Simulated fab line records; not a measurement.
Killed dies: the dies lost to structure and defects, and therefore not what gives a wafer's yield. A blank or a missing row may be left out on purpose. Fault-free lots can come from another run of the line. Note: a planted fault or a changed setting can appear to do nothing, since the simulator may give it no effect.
fab line records	flow nand-harc
record lots=5	wafers=15	last-day=23
route steps=1159 shown A_BONDPAD@1074 HYBRID_BOND@1094 THIN_TSV@1101 END@1159
lots that met no fault: from a run of the same line without faults
start-h: hours from the record's opening day to when the first of the lot's shown wafers began	wait-h: hours elapsed since this lot's preceding step	" unchanged from the row above	L1.1+2: a single row standing in for several wafers	- either no value or no given start	* or withheld: withheld	< > ~ a bound
route shown NAME@n: NAME is a module with steps in the file, n the number in the route of the first one	usual: average and standard deviation across the fault-free wafers	same: alike in all rows	chamber/n: place in a boat	sites: per-site readings	_std_site: standard deviation across them	_edge_site: inner sites' mean taken away from outer sites' mean	radius-mm: how far each site lies from the wafer's centre	mask NAME#n: copy n	behind: tool/chamber where the wafer was last shaped	hold: reason for holding the lot/hours on hold/outcome of the hold	device: transistor that didn't switch, given as n, p or np	end of line: at the end of the route, the tests of the same wafers	where a step has no rows: the recipe by itself	killed: count of dies lost to structure and defects at first sort (not the wafer's yield)	map: dies across one wafer; x = killed, . = not, _ = none there
set.NAME: the setting the step ran with; set.NAME@STEP: the setting that earlier step ran with	model.NAME: the simulator's own value behind a step, which no gauge read
lots seen at some steps along the route; tables by step, rows by wafer
services: a tool's chamber out of use, with start hour (start-h, from the record's first day; less than 0 if before it), hours out, and reason
## steps
# step NHARC_A_BONDPAD_HARDBAKE_10
# recipe temp-c=118	time-s=65
# step NHARC_A_BONDPAD_DESCUM_11
# recipe time-s=3	o2-flow-sccm=200	ar-flow-sccm=0	bias-power-w=0	chemistry=O2
# step NHARC_A_BONDPAD_ETCH_34
# recipe target-depth-a=600	overetch-a=180	time-s=65.91	ion-energy-ev=200	n2-flow-sccm=150	h2-flow-sccm=150	ar-flow-sccm=0	rf-w=400	bias-w=150	chemistry=N2/H2
# step NHARC_A_BONDPAD_ETCH_12
# recipe target-depth-a=2200	time-s=110	chf3-flow-sccm=50	o2-flow-sccm=10	ar-flow-sccm=200	rf-w=500	bias-w=200	chemistry=CHF3/O2
# usual chf3-flow-sccm=50.01/0.13	drypump-motor-current-A=5.7/0.48	o2-flow-sccm=9.997/0.027	oes-product-au=0.943/0.023	rf-vpp-V=370.2/2.3	showerhead-plenum-p-Torr=2.38/0.1	throttle-valve-pct=20.572/0.0089
lot.wafer	tool	chamber	start-h	wait-h	chf3-flow-sccm	drypump-motor-current-A	o2-flow-sccm	oes-product-au	rf-hours-counter-h	rf-vpp-V	showerhead-plenum-p-Torr	throttle-valve-pct
L412.1	rie-diel-06	2	-	-	49.99	6.1	9.982	0.930	63	367.8	2.29	20.578
L412.5	"	2	"	"	49.95	6.0	9.986	0.922	-	369.4	2.29	20.579
L412.6	"	3	"	"	50.09	5.7	10.045	0.898	-	373.4	2.50	20.577
L417.3	rie-diel-06	0	-	-	49.98	5.4	9.966	0.964	6	373.8	2.59	20.573
L417.5	"	0	"	"	50.00	5.4	9.955	0.955	-	375.1	2.60	20.582
L417.4	"	1	"	"	50.23	6.1	10.077	0.952	-	370.0	2.39	20.584
L427.2	rie-diel-09	1	-	-	49.89	6.3	9.973	0.948	2	370.8	2.44	20.593
L427.4	"	0	"	"	50.06	6.5	9.993	0.980	2	371.1	2.38	20.563
L427.6	"	1	"	"	49.98	6.3	9.973	0.947	-	372.0	2.44	20.572
L428.1	rie-diel-09	1	-	-	50.14	6.3	9.956	0.915	2	371.4	2.44	20.561
L428.6	"	1	"	"	50.08	6.3	9.995	0.914	-	370.2	2.44	20.589
L428.5	"	2	"	"	50.01	5.5	9.966	0.924	-	373.9	2.58	20.582
L431.3	rie-diel-11	0	-	-	50.03	5.6	10.010	0.934	24	365.6	2.22	20.573
L431.2	"	1	"	"	50.04	5.8	9.975	0.922	24	368.9	2.33	20.557
L431.5	"	0	"	"	49.89	5.6	10.000	0.930	-	366.2	2.22	20.583
# step NHARC_A_BONDPAD_CD_MEAS_13
# usual cd-nm=500.6/2.6
lot.wafer	tool	chamber	start-h	wait-h	cd-nm
L412.1	cd-sem-01	-	413.13	-	501.9
L412.5	"	-	"	"	501.7
L412.6	"	-	"	"	497.3
L417.3	cd-sem-03	-	438.59	-	503.9
L417.4	"	-	"	"	497.2
L417.5	"	-	"	"	501.5
L427.2	cd-sem-01	-	505.99	-	496.2
L427.4	"	-	"	"	501.4
L427.6	"	-	"	"	495.6
L428.1	cd-sem-02	-	514.50	-	503.1
L428.5	"	-	"	"	500.4
L428.6	"	-	"	"	499.4
L431.2	cd-sem-02	-	514.95	-	495.9
L431.3	"	-	"	"	498.9
L431.5	"	-	"	"	494.5
# step NHARC_A_BONDPAD_STRIP_15
# recipe o2-flow-sccm=500	ar-flow-sccm=0	bias-w=0	chemistry=O2
# usual drypump-motor-current-A=5.8/0.5	o2-flow-sccm=499.7/1.4	oes-product-au=1.000/0.012	rf-vpp-V=57.7/0.85	showerhead-plenum-p-Torr=3.52/0.15	throttle-valve-pct=17.036/0.0085
lot.wafer	tool	chamber	start-h	wait-h	drypump-motor-current-A	o2-flow-sccm	oes-product-au	rf-hours-counter-h	rf-vpp-V	showerhead-plenum-p-Torr	throttle-valve-pct
L412.1	rie-diel-09	3	413.26	0.1	5.2	502.1	1.010	6	58.5	3.45	17.048
L412.5	"	0	"	"	6.5	500.2	1.008	-	58.1	3.51	17.029
L412.6	"	1	"	"	6.3	500.5	1.004	-	57.8	3.58	17.048
L417.4	rie-diel-11	3	438.67	0.1	5.1	500.1	1.010	12	56.6	3.35	17.040
L417.3	"	0	"	"	5.6	498.3	0.999	13	57.7	3.27	17.040
L417.5	"	3	"	"	5.1	499.4	0.996	-	57.5	3.35	17.028
L427.2	rie-diel-09	1	506.07	0.1	6.3	501.1	0.992	2	57.4	3.58	17.036
L427.4	"	2	"	"	5.5	499.1	1.010	2	58.2	3.78	17.027
L427.6	"	1	"	"	6.3	497.1	0.977	-	56.7	3.58	17.037
L428.1	rie-diel-09	3	514.59	0.1	5.2	499.3	1.017	2	56.9	3.45	17.031
L428.6	"	2	"	"	5.4	499.8	0.988	-	59.0	3.78	17.031
L428.5	"	3	"	"	5.2	500.2	1.013	-	58.2	3.45	17.024
L431.3	rie-diel-09	1	515.02	0.1	6.3	502.9	0.991	2	57.7	3.58	17.024
L431.2	"	0	"	"	6.5	499.3	0.995	2	57.7	3.50	17.034
L431.5	"	2	"	"	5.5	499.9	0.997	-	58.5	3.78	17.033
# step NHARC_A_BONDPAD_ETCH_24
# recipe target-depth-a=300	over-etch-frac=0.3	time-s=72.99	ion-energy-ev=150	cf4-flow-sccm=50	n2-flow-sccm=100	ar-flow-sccm=150	rf-w=300	bias-w=100	chemistry=CF4/N2
# step NHARC_A_BONDPAD_STRIP_16
# recipe time-s=600	temp-c=30	chemistry=post-etch-residue-remover
# step NHARC_A_BONDPAD_DEGAS_25
# recipe temp-c=300	time-s=60
# step NHARC_A_BONDPAD_PRE_CLEAN_26
# recipe time-s=30	temp-c=280	gas=H2/He
# step NHARC_A_BONDPAD_PVD_17
# recipe target-thk-a=50	bias-v=168.6	power-w=15000	chamber-pressure-pa=0.12	time-s=8.06	substrate-temp-c=50	material=TaN
# usual cathode-dc-power-W=15000/3	throttle-valve-pct=29.6/0.98
lot.wafer	tool	chamber	start-h	wait-h	cathode-dc-power-W	throttle-valve-pct
L412.1	pvd-sputter-01	-	-	-	15002	30.1
L412.6	"	-	"	"	14999	29.2
L412.5	"	-	"	"	15002	30.3
L417.4	pvd-sputter-03	-	-	-	15000	29.4
L417.3	"	-	"	"	15002	31.0
L417.5	"	-	"	"	14998	30.0
L427.4	pvd-sputter-02	-	-	-	14998	30.8
L427.2	"	-	"	"	15008	28.5
L427.6	"	-	"	"	15004	28.5
L428.1	pvd-sputter-02	-	-	-	15001	27.9
L428.6	"	-	"	"	14999	28.1
L428.5	"	-	"	"	14999	29.8
L431.3	pvd-sputter-02	-	-	-	14998	30.8
L431.2	"	-	"	"	15003	28.6
L431.5	"	-	"	"	15002	30.7
# step NHARC_A_BONDPAD_PVD_27
# recipe target-thk-a=300	chamber-pressure-pa=5	power-w=5000	substrate-temp-c=30	time-s=20.49	material=Cu
# step NHARC_A_BONDPAD_ECD_18
# recipe target-thk-a=4000	bath-temp-c=25	material=Cu
# usual bath-heat-duty-pct=6.8/0.72
lot.wafer	tool	chamber	start-h	wait-h	bath-heat-duty-pct
L412.1	ecd-cu-02	1	414.20	-	5.9
L412.6	"	0	"	"	7.1
L412.5	"	1	"	"	6.5
L417.3	ecd-cu-01	1	440.02	-	7.0
L417.4	"	0	"	"	7.9
L417.5	"	1	"	"	7.5
L427.2	ecd-cu-02	0	507.02	-	6.4
L427.4	"	1	"	"	5.7
L427.6	"	0	"	"	6.4
L428.1	ecd-cu-02	0	516.89	-	7.9
L428.5	"	0	"	"	6.4
L428.6	"	1	"	"	6.4
L431.2	ecd-cu-01	1	517.25	-	7.4
L431.3	"	1	"	"	7.1
L431.5	"	0	"	"	6.4
# step NHARC_A_BONDPAD_ANNEAL_28
# recipe temp-c=225	time-s=90
# usual wafer_temp_C_max=225.90/0.22
lot.wafer	tool	chamber	start-h	wait-h	wafer_temp_C_max
L412.1	rtp-anneal-01	0	414.56	0.3	226.37
L412.5	"	0	"	"	226.28
L412.6	"	0	"	"	226.28
L417.3	rtp-anneal-01	0	440.40	-	225.89
L417.4	"	0	"	"	225.98
L417.5	"	0	"	"	226.37
L427.2	rtp-anneal-01	0	507.40	0.3	225.59
L427.4	"	0	"	"	225.92
L427.6	"	0	"	"	225.80
L428.1	rtp-anneal-01	0	517.28	0.3	225.87
L428.5	"	0	"	"	225.85
L428.6	"	0	"	"	226.04
L431.2	rtp-anneal-01	0	517.80	0.5	225.71
L431.3	"	0	"	"	225.53
L431.5	"	0	"	"	225.78
# step NHARC_A_BONDPAD_CMP_19
# recipe t-overpolish-s=30	cu-recess-touch-s=16	target-thk-nm=169.8
# step NHARC_A_BONDPAD_THK_MEAS_20
# recipe thk-meas-gauge=xrf
# usual thk-nm=169.4/1.8
lot.wafer	tool	chamber	start-h	wait-h	thk-nm
L412.1	film-metro-02	-	415.22	-	167.5
L412.5	"	-	"	"	168.5
L412.6	"	-	"	"	165.9
L417.3	film-metro-01	-	440.98	-	166.8
L417.4	"	-	"	"	164.4
L417.5	"	-	"	"	168.3
L427.2	film-metro-01	-	508.02	-	167.3
L427.4	"	-	"	"	167.3
L427.6	"	-	"	"	166.3
L428.1	film-metro-01	-	517.94	-	168.1
L428.5	"	-	"	"	169.9
L428.6	"	-	"	"	170.4
L431.2	film-metro-02	-	518.42	-	168.7
L431.3	"	-	"	"	170.5
L431.5	"	-	"	"	168.8
# step NHARC_A_BONDPAD_SRD_21
# recipe time-s=30	temp-c=23	dry-time-s=20	spin-rpm=1500
# step NHARC_HYBRID_BOND_ACTIVATE_00
# recipe time-s=60	n2-flow-sccm=200	ar-flow-sccm=0	bias-power-w=0	chemistry=N2
# step NHARC_HYBRID_BOND_PRECLEAN_01
# recipe time-s=300	temp-c=23	chemistry=DIW
# step NHARC_HYBRID_BOND_SRD_02
# recipe time-s=30	temp-c=23	dry-time-s=20	spin-rpm=1500
# step NHARC_HYBRID_BOND_BOND_03
# recipe temp-c=25
# step NHARC_HYBRID_BOND_ANNEAL_04
# recipe temp-c=300	time-s=7200	ramp-up-c-per-min=5	ramp-down-c-per-min=3	idle-temp-c=100	pressure-atm=1
# step NHARC_HYBRID_BOND_OVL_MEAS_05
# usual overlay-x-nm=0/38	overlay-y-nm=-6/34
lot.wafer	tool	chamber	start-h	wait-h	overlay-x-nm	overlay-y-nm
L412.1	overlay-01	-	431.77	0.4	-30	-4
L412.5	"	-	"	"	33	-24
L412.6	"	-	"	"	-2	52
L417.3	overlay-01	-	450.98	0.4	-74	67
L417.4	"	-	"	"	-7	46
L417.5	"	-	"	"	43	8
L427.2	overlay-01	-	519.82	0.4	-11	-53
L427.4	"	-	"	"	-10	-6
L427.6	"	-	"	"	12	-5
L428.1	overlay-02	-	530.20	0.4	-39	19
L428.5	"	-	"	"	5	41
L428.6	"	-	"	"	-27	8
L431.2	overlay-01	-	530.21	0.4	90	-42
L431.3	"	-	"	"	-23	1
L431.5	"	-	"	"	68	-7
# step NHARC_THIN_TSV_GRIND_00
# recipe target-thk-um=6
# usual head-pressure-psi=4.000/0.0084	motor-current-A=11.999/0.024	slurry-flow-ml-min=150.0/0.43
lot.wafer	tool	chamber	start-h	wait-h	hold	head-pressure-psi	motor-current-A	slurry-flow-ml-min
L412.1	grinder-01	0	431.97	0.1	-	4.005	11.989	149.7
L412.5	"	0	"	"	-	4.002	12.013	149.4
L412.6	"	0	"	"	-	3.999	12.012	149.5
L417.3	grinder-01	0	458.59	7.4	await-dispo/6.8h/release	4.005	11.977	150.5
L417.4	"	0	"	"	await-dispo/6.8h/release	4.008	12.002	150.7
L417.5	"	0	"	"	await-dispo/6.8h/release	4.005	11.958	150.1
L427.2	grinder-01	0	520.22	0.3	-	4.007	12.024	150.6
L427.4	"	0	"	"	-	4.002	11.990	150.1
L427.6	"	0	"	"	-	4.005	11.983	149.0
L428.1	grinder-01	0	530.40	0.1	-	4.004	11.988	149.4
L428.5	"	0	"	"	-	4.004	12.002	149.8
L428.6	"	0	"	"	-	3.993	11.974	149.6
L431.2	grinder-01	0	532.96	2.7	-	3.993	11.944	149.4
L431.3	"	0	"	"	-	3.988	12.024	149.3
L431.5	"	0	"	"	-	3.988	11.973	149.7
# step NHARC_END_SORT_01
# recipe temp-c=25
# usual defect-limited-yield=96.0/1.3	killed-at-array=24/8.4	killed-at-other=0.7/1.1	killed-at-periphery=2.9/1.7	killed-dies=27/8.6	killed-open=3.3/1.8	killed-short=1.8/1.4	sort_bin_2_pct=1.3/0.56	sort_bin_3_pct=0.19/0.18	sort_bin_4_pct=2.6/0.84	sort-n-pass=650/8.6	sort-rim-yield-pct=96.1/2.3	sort-yield-pct=96.0/1.3
# same gross-dies=677	sort_bin_5_pct[%]=0	sort_bin_6_pct[%]=0	sort_bin_7_pct[%]=0	sort_bin_8_pct[%]=0	sort-rim-n-gross=106.00
lot.wafer	tool	chamber	start-h	wait-h	hold	defect-limited-yield[%]	killed-at-array	killed-at-other	killed-at-periphery	killed-dies	killed-open	killed-short	sort_bin_2_pct[%]	sort_bin_3_pct[%]	sort_bin_4_pct[%]	sort-n-pass	sort-rim-yield-pct[%]	sort-yield-pct[%]
L412.1	prober-02	0	458.13	2.5	-	95.3	27	0	5	32	2	2	1.2	0.15	3.4	645	95.3	95.3
L412.5	prober-02	0	461.31	3.7	-	95.1	32	1	0	33	1	3	1.0	0.44	3.4	644	94.3	95.1
L412.6	prober-02	0	462.11	4.0	-	94.1	37	0	3	40	3	2	1.9	0.59	3.4	637	96.2	94.1
L417.3	prober-02	0	482.05	3.1	await-dispo/1.3h/release	95.4	26	0	5	31	2	4	0.7	0.30	3.5	646	96.2	95.4
L417.4	prober-02	0	482.85	3.4	await-dispo/1.3h/release	59.8	267	1	4	272	0	2	13.6	3.69	22.9	405	70.8	59.8
L417.5	prober-02	0	483.65	3.7	await-dispo/1.3h/release	94.2	38	0	1	39	3	1	2.5	0	3.2	638	98.1	94.2
L427.2	prober-02	0	539.14	2.8	-	95.1	28	0	5	33	6	3	1.5	0.59	2.8	644	93.4	95.1
L427.4	prober-02	0	540.75	3.4	-	96.9	17	0	4	21	3	1	1.2	0.15	1.8	656	93.4	96.9
L427.6	prober-02	0	542.35	4.0	-	96.5	21	0	3	24	4	1	0.9	0.15	2.5	653	91.5	96.5
L431.2	prober-02	0	550.14	2.8	-	94.2	36	0	3	39	2	3	1.5	0.30	4.0	638	94.3	94.2
L431.3	prober-02	0	550.94	3.1	-	95.6	28	0	2	30	5	0	1.3	0.15	3.0	647	96.2	95.6
L431.5	prober-02	0	552.55	3.7	-	95.7	29	0	0	29	1	1	1.5	0.30	2.5	648	100.0	95.7
L428.1	prober-02	0	557.18	2.5	-	96.0	25	1	1	27	0	1	1.5	0	2.5	650	99.1	96.0
L428.5	prober-02	0	560.38	3.7	-	95.4	27	2	2	31	6	0	1.0	0.15	3.4	646	97.2	95.4
L428.6	prober-02	0	561.18	4.0	-	94.2	35	1	3	39	1	3	2.5	0.30	3.0	638	95.3	94.2
# killed by level:class
L412.1 A_CHANNEL_HOLE_D1:chamber-film-flake=10 A_STAIRCASE:chamber-film-flake=7 A_CONTACT:chamber-film-flake=5 P_STI:chamber-film-flake=2 A_ZERO_WELL:chamber-film-flake=2 P_GATE:geometric-particle:open=1 P_M2:geometric-particle:open=1 A_CHANNEL_FILL_D1:geometric-particle:short=1
L412.5 A_CHANNEL_HOLE_D1:chamber-film-flake=10 A_CONTACT:chamber-film-flake=9 A_STAIRCASE:chamber-film-flake=6 A_SLIT:chamber-film-flake=2 A_CHANNEL_HOLE_D1:geometric-particle:short=1 A_CHANNEL_FILL_D1:geometric-particle:open=1 A_CONTACT:geometric-particle:short=1 STARTING-WAFER:geometric-particle:short=1
L412.6 A_CHANNEL_HOLE_D1:chamber-film-flake=19 A_CONTACT:chamber-film-flake=6 A_STAIRCASE:chamber-film-flake=5 P_CONTACT:geometric-particle:short=1 P_CONTACT:geometric-particle:open=1 A_CHANNEL_FILL_D1:geometric-particle:open=1 A_STAIRCASE:geometric-particle:short=1 A_M0:geometric-particle:open=1
L417.3 A_CHANNEL_HOLE_D1:chamber-film-flake=16 A_CONTACT:chamber-film-flake=4 P_ZERO_WELL:chamber-film-flake=3 A_CHANNEL_FILL_D1:geometric-particle:short=2 A_CHANNEL_FILL_D1:geometric-particle:open=1 A_WL_FILL:geometric-particle:open=1 A_CONTACT:geometric-particle:short=1 A_M1:geometric-particle:short=1
L417.4 A_BONDPAD:unspecified=247 A_CHANNEL_HOLE_D1:chamber-film-flake=17 P_ZERO_WELL:chamber-film-flake=3 P_GATE:geometric-particle:short=1 A_ONON_D1:geometric-particle:short=1 A_STAIRCASE:chamber-film-flake=1 A_SLIT:chamber-film-flake=1 THIN_TSV:chamber-film-flake=1
L417.5 A_CHANNEL_HOLE_D1:chamber-film-flake=28 A_ZERO_WELL:chamber-film-flake=2 A_STAIRCASE:chamber-film-flake=2 A_CHANNEL_FILL_D1:geometric-particle:short=1 A_CHANNEL_FILL_D1:geometric-particle:open=1 A_CONTACT:geometric-particle:open=1 A_BLC:geometric-particle:open=1 P_ZERO_WELL:chamber-film-flake=1
L427.2 A_SLIT:chamber-film-flake=7 A_CHANNEL_HOLE_D1:chamber-film-flake=6 A_STAIRCASE:chamber-film-flake=4 P_ZERO_WELL:chamber-film-flake=3 A_ONON_D1:geometric-particle:open=2 A_WL_FILL:geometric-particle:short=2 A_CONTACT:geometric-particle:open=2 P_CONTACT:geometric-particle:open=1
L427.4 A_SLIT:chamber-film-flake=6 A_STAIRCASE:chamber-film-flake=5 A_CHANNEL_HOLE_D1:chamber-film-flake=3 P_ZERO_WELL:chamber-film-flake=2 P_CONTACT:geometric-particle:open=1 P_M0:geometric-particle:short=1 A_CHANNEL_FILL_D1:geometric-particle:open=1 A_WL_FILL:geometric-particle:open=1
L427.6 A_SLIT:chamber-film-flake=7 A_CHANNEL_HOLE_D1:chamber-film-flake=4 A_STAIRCASE:chamber-film-flake=4 A_CONTACT:chamber-film-flake=2 P_M0:geometric-particle:open=1 P_M1:geometric-particle:open=1 A_ONON_D1:geometric-particle:open=1 A_CHANNEL_FILL_D1:geometric-particle:open=1
L431.2 A_CHANNEL_HOLE_D1:chamber-film-flake=19 A_CONTACT:chamber-film-flake=7 A_ZERO_WELL:chamber-film-flake=2 A_ONON_D1:geometric-particle:open=1 A_ONON_D1:geometric-particle:short=1 A_CHANNEL_HOLE_D1:geometric-particle:open=1 A_CHANNEL_FILL_D1:geometric-particle:short=1 A_WL_FILL:geometric-particle:short=1
L431.3 A_CHANNEL_HOLE_D1:chamber-film-flake=20 A_CHANNEL_HOLE_D1:geometric-particle:open=2 A_STAIRCASE:chamber-film-flake=2 A_CONTACT:chamber-film-flake=2 P_GATE:geometric-particle:open=1 A_CONTACT:geometric-particle:open=1 A_M0:geometric-particle:open=1 P_STI:chamber-film-flake=1
L431.5 A_CHANNEL_HOLE_D1:chamber-film-flake=20 A_CONTACT:chamber-film-flake=5 A_STAIRCASE:chamber-film-flake=2 A_ONON_D1:geometric-particle:short=1 A_CHANNEL_FILL_D1:geometric-particle:open=1
L428.1 A_CHANNEL_HOLE_D1:chamber-film-flake=16 A_STAIRCASE:chamber-film-flake=3 A_CONTACT:chamber-film-flake=3 A_WL_FILL:geometric-particle:short=1 P_ZERO_WELL:chamber-film-flake=1 A_ZERO_WELL:chamber-film-flake=1 A_SLIT:chamber-film-flake=1 THIN_TSV:chamber-film-flake=1
L428.5 A_CHANNEL_HOLE_D1:chamber-film-flake=13 A_ONON_D1:geometric-particle:open=3 A_CONTACT:chamber-film-flake=3 A_STAIRCASE:chamber-film-flake=2 A_WL_FILL:chamber-film-flake=2 THIN_TSV:chamber-film-flake=2 P_GATE:geometric-particle:open=1 P_M0:geometric-particle:open=1
L428.6 A_CHANNEL_HOLE_D1:chamber-film-flake=22 A_CONTACT:chamber-film-flake=5 A_STAIRCASE:chamber-film-flake=2 A_WL_FILL:chamber-film-flake=2 P_STI:geometric-particle:short=1 P_GATE:geometric-particle:short=1 A_M0:geometric-particle:open=1 A_M0:geometric-particle:short=1
# map L417.4 (x killed, . not)
____________.____________
_________...x..x_________
_______...xx....x._______
______x.x....xxxx..______
_____..xxx..xx..xx.._____
____....x....x.xx.xxx____
____xxxx...x..x....x.____
___...xx...xx....xx..x___
___..x..x...x..x.xxxx.___
__.x.......x.x.x.x.x...__
__x.x.x.x..x.xx....x.xx__
_x..xxxxxx.x.xx..x.x...._
_...........x..x.xxxx.x._
_..xx.xx...xx...x....x.._
_..x....x...xx...x.x.x.._
_x.xx..xx..xxx.x...xx..x_
x..x.x..x..xx....xx..x...
x...x.xxx..xx...xx..x.x.x
xx..x....xxx..x..xxx.x.x.
....xxx.x.xxxx........x..
.xxx....xx.xx..x.x..xxx..
_x.x..xx..x....x.x....xx_
_xx.....x..xxxx.x..x.xx._
_....xxxx.x.xxxxxxx...x._
_..x..xxxx.x..x..x...x.x_
_..x..x.xxxxxx...x.xx..._
__.xx.....x.x.xxx..xxxx__
__..xx.x..xxxx..xxxx.x.__
___..xx.x.x.....x....x___
___....xx.....x...xx..___
____...x....x..x..x..____
____........xx.xxx..x____
_____...........x..._____
______x..x.x.......______
_______.xx..x....x_______
_________....xxx_________
____________.____________
# map L431.2 (x killed, . not)
____________.____________
_________......._________
_______..........._______
______.............______
_____x.............._____
____x................____
____......x.........x____
___..................x___
___.......x...........___
__.....................__
__.......x.............__
_......................._
_......................._
_......................._
_.................x....._
_..x...................._
.........................
.........................
.................x.......
.......................x.
....................x.x..
_.......x..x.x.........._
_.......x.x.x........x.._
_x.....x.....x.........._
_........xxx............_
_........xxx............_
__.......x.............__
__.......xx.x..........__
___........x.....x....___
___........x..........___
____.....x........x..____
____.................____
_____..............._____
______.............______
_______..........._______
_________.....x._________
____________.____________
## services
tool	chamber	start-h	hours	kind
rie-diel-11	2	389.44	2.3	repair
rie-diel-11	1	391.74	9.9	repair
pvd-sputter-02	-	392.01	10.0	pm
rie-diel-06	1	401.58	7.4	repair
grinder-01	-	405.31	1.6	repair
rie-diel-09	0	410.14	-	clean
rie-diel-09	1	410.14	-	clean
rie-diel-09	2	410.14	-	clean
rie-diel-09	3	410.14	-	clean
rie-diel-06	-	418.21	9.0	pm
rie-diel-09	-	431.17	9.0	pm
rie-diel-09	0	431.17	9.0	vent-cycle
rie-diel-09	1	431.17	9.0	vent-cycle
ecd-cu-01	-	448.10	8.0	pm
pvd-sputter-03	-	458.05	10.0	pm
rie-diel-06	2	465.01	7.0	repair
rie-diel-11	0	469.31	12.6	repair
rie-diel-06	3	471.49	6.7	repair
pvd-sputter-03	-	472.53	13.3	repair
pvd-sputter-02	-	483.82	3.7	repair
pvd-sputter-03	-	508.08	69.7	repair
pvd-sputter-02	-	510.73	4.9	repair
pvd-sputter-01	-	514.06	10.0	pm
ecd-cu-02	-	532.26	8.0	pm
## key
first-sign step=NHARC_END_SORT_01	reading=killed-at-array	direction=up	sigmas=29	usual=24	struck=267
effect step=NHARC_END_SORT_01	reading=killed-dies	direction=up	sigmas=28	usual=27	struck=272
more-kills-born-at NHARC_A_BONDPAD_ECD_18@ecd-cu-01=247
met-at NHARC_A_BONDPAD_ECD_18
struck-wafers L417.4
fault kind=chamber-particle-source	tool=ecd-cu-01	chamber=0	onset-h=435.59	steps=NHARC_A_BONDPAD_ECD_18	rate-per-visit-cm2=0.52316	end-h=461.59
